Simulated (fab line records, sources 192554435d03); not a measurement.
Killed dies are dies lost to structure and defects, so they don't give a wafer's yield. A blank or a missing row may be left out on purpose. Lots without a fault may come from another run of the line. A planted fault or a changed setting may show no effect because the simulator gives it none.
Chamber matching | flow n5_finfet | N5_BEOL_M11_DESCUM_33 on rie_diel-06: 4 sister chambers
The step chemistry O2, time 7.9 s. 4 wafers are shown with their chamber, then 7 later ones without.

WAFERS WITH THEIR CHAMBER
wafer  | chamber | drypump_motor_current_A (A)
L088.1 | 1       | 5.3
L088.3 | 2       | 5.8
L090.1 | 3       | 6.8
L090.2 | 0       | 5.5

WAFERS WITHOUT THEIR CHAMBER
wafer  | drypump_motor_current_A (A)
L090.5 | 5.5
L093.1 | 5.4
L093.4 | 6.7
L093.6 | 5.4
L094.1 | 5.7
L094.2 | 6.8
L094.3 | 5.4

WHICH CHAMBER EACH WENT THROUGH
wafer  | from the rows above     | in truth
L090.5 | 0                       | 0
L093.1 | can't be placed: 0 or 1 | 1
L093.4 | 3                       | 3
L093.6 | can't be placed: 0 or 1 | 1
L094.1 | can't be placed: 2 or 0 | 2
L094.2 | 3                       | 3
L094.3 | can't be placed: 0 or 1 | 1
Placed correctly: 3 of 7. Can't be placed from these rows: 4 (the true chamber is among the candidates in 4). Placed wrongly: 0.
How it was worked out, from the rows above alone: a wafer's distance from a chamber is the root of the sum, over the readings, of the square of ((its reading less the chamber's mean) divided by the reading's scatter). The wafer belongs to the nearest chamber; if the next one is less than 2 further off, it can't be placed. A chamber's mean is the mean of its shown wafers. The scatter: with one shown wafer a chamber, the root of the mean of the squares of how far each hidden wafer lies from its nearest shown one.
